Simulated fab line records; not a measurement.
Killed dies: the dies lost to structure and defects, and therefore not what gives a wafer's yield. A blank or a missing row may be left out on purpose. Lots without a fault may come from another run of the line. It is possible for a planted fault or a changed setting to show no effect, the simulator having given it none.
Which tool did it? | flow nand harc | 7 lots with 21 wafers sampled at 3 steps, on a route of 1302 steps

WHAT THE GAUGES READ, wafer by wafer
NHARC_P_M1_CD_MEAS_09: target cd 130 nm.
lot  | measured     | on        | cd nm (nm)
L387 | day 6 12:19  | cd sem-02 | 129.4 130.3 129.2
L389 | day 7 07:08  | cd sem-02 | 128.3 130.1 129.2
L398 | day 11 02:02 | cd sem-02 | 114.6 115.8 115.0
L401 | day 12 09:07 | cd sem-01 | 129.6 130.6 129.6
L403 | day 13 01:31 | cd sem-02 | 129.2 129.5 129.8
L407 | day 14 20:17 | cd sem-03 | 129.7 129.0 129.1
L409 | day 16 01:31 | cd sem-03 | 128.2 129.4 130.2

EACH LOT AND THE TOOL THAT RAN IT (in order: tool; ch and the chambers of the sampled wafers; start)
lot  | NHARC_P_M0_PRE_CLEAN_29                 | NHARC_P_M1_EXPOSE_06
L387 | pvd sputter-03, day 6 12:11 or earlier  | arfi scanner-02 ch 0, day 6 12:11
L389 | pvd sputter-02, day 7 07:00 or earlier  | arfi scanner-02 ch 0, day 7 07:00
L398 | pvd sputter-01, day 11 01:54 or earlier | arfi scanner-02 ch 0, day 11 01:54
L401 | pvd sputter-03, day 12 08:58 or earlier | arfi scanner-03 ch 0, day 12 08:58
L403 | pvd sputter-01, day 13 01:23 or earlier | arfi scanner-01 ch 0, day 13 01:23
L407 | pvd sputter-03, day 14 20:08 or earlier | arfi scanner-03 ch 0, day 14 20:08
L409 | pvd sputter-01, day 16 01:23 or earlier | arfi scanner-01 ch 0, day 16 01:23
- NHARC_P_M0_PRE_CLEAN_29: time 30 s.
- NHARC_P_M1_EXPOSE_06: exposes mask P M1, target cd 130 nm.

THE ANSWER, worked out from the rows above alone
Rule: the lots themselves supply what counts as usual. The widest of any qualifying gaps counts: lots, ordered by their means at a reading, are off when they make up no more than a third of the lots, leave a main group of 4 or more, and stand apart from it by 3 or more times the standard deviation of that group's means. Not used: any main group whose means are identical at the precision the tables above print for the reading. Also off: a lot with no number at a reading for which 4 or more lots have one. The other lots that the step has rows for count as sound.
Off at NHARC_P_M1_CD_MEAS_09 (cd nm): L398. The main group: mean 129.5 nm, standard deviation 0.26.
If a tool, at a process step before that reading, ran all the lots that are off and no sound lot after the first of them, it fits. Gauges at NHARC_P_M1_CD_MEAS_09: tried the same way as those tools. NHARC_P_M0_PRE_CLEAN_29: start missing for some lots; hours and lot order therefore follow NHARC_P_M1_EXPOSE_06. One fits: NHARC_P_M1_EXPOSE_06 on arfi scanner-02. Its last sound lot is L389 (day 7 07:00), its first lot that is off L398 (day 11 01:54): a fault that began between those two fits.

WHAT THE SIMULATOR PUT IN
Process parameters drifting: arfi scanner-02 at NHARC_P_M1_EXPOSE_06, beginning at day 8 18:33. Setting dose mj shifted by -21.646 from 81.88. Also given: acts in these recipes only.
Struck lots among those shown: L398. The same result came from the rule above.
